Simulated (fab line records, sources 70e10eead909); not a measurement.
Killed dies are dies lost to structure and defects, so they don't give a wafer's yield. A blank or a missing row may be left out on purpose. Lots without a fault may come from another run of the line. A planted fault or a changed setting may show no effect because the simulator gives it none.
A struck lot beside a sound one | flow nand_harc | 14 steps out of a route of 1159
Sound: wafers L220.1, L220.2, L220.4. Struck: wafers L239.4, L239.5, L239.6. The cause comes at the end.
At each step with rows: each side's tool, then ch and its chambers, then its first start. Under that, the readings that differ: sound wafers | struck wafers | difference of the means | sigmas: that difference in standard deviations of wafers without a fault.
alike: readings whose means differ by less than 2 such deviations, and words and numbers that are the same on both sides. not compared: withheld readings, readings that some wafer has no value for, bounds like >300 that may hide the same value, and numbers for which the record gives no deviation and whose values overlap.
The two part at a step that has a row with sigmas, a row that says differs or no value, or rows on one side only. Numbers that don't overlap but have no deviation are shown without sigmas and don't part them. A reading that every wafer of one side lacks parts them only if that side has two wafers or more.

NHARC_A_STAIRCASE_DESCUM_168: chemistry O2, time 3 s.
  sound on rie_diel-11 ch 0,2,3, day 11 18:00; struck on rie_diel-02 ch 0,1,2, day 15 09:04
  alike: drypump_motor_current_A, oes_product_au, rf_vpp_V, showerhead_plenum_p_Torr, throttle_valve_pct
  not compared: rf_hours_counter_h
NHARC_A_STAIRCASE_ETCH_169: etches the open film in CH3F/O2, target depth 50 nm, time 107.1 s.
  sound on rie_diel-11 ch 0,1,3, day 11 18:06; struck on rie_diel-02 ch 0,2,3, day 15 09:37
  alike: drypump_motor_current_A, oes_product_au, rf_vpp_V, showerhead_plenum_p_Torr, throttle_valve_pct
  not compared: rf_hours_counter_h
NHARC_A_STAIRCASE_ETCH_170: etches the open film in C4F6/O2, target depth 200 nm, time 66.667 s.
  sound on rie_diel-11 ch 1,2,3; struck on rie_diel-02 ch 1,2
  alike: drypump_motor_current_A, oes_product_au, rf_vpp_V, showerhead_plenum_p_Torr, throttle_valve_pct
  not compared: rf_hours_counter_h
NHARC_A_STAIRCASE_STRIP_171: strips in O2.
  sound on plasma_asher-02 ch 0,1, day 11 18:20; struck on plasma_asher-02 ch 0,1, day 15 09:56
  alike: drypump_motor_current_A, heater_power_w
  not compared: rf_hours_counter_h
then, 8 steps without rows for these wafers: NHARC_A_STAIRCASE_STRIP_172 (strips in SPM, time 900 s); NHARC_A_STAIRCASE_PRECLEAN_173 (cleans in SC1); NHARC_A_STAIRCASE_SRD_174; NHARC_A_STAIRCASE_DEHYDRATE_01 (time 120 s); NHARC_A_STAIRCASE_HMDS_02 (time 30 s); NHARC_A_STAIRCASE_COAT_03; NHARC_A_STAIRCASE_SOFTBAKE_04 (time 170 s); NHARC_A_STAIRCASE_EBR_05.
NHARC_A_STAIRCASE_EXPOSE_06: exposes mask STAIR.
  sound on krf_scanner-02 ch 0, day 11 19:22; struck on krf_scanner-01 ch 0, day 15 10:59
  reading                             | sound             | struck            | difference | sigmas
  model.A_STAIRCASE.overlay_x_nm (nm) | 2.964 2.964 2.964 | 90.23 90.23 90.23 | +87.27     |
  alike: mask
then, 1 step without rows for these wafers: NHARC_A_STAIRCASE_PEB_07 (peb time 130 s).

WHERE THEY PART
Nowhere in this record.

WHY: what the simulator had put in
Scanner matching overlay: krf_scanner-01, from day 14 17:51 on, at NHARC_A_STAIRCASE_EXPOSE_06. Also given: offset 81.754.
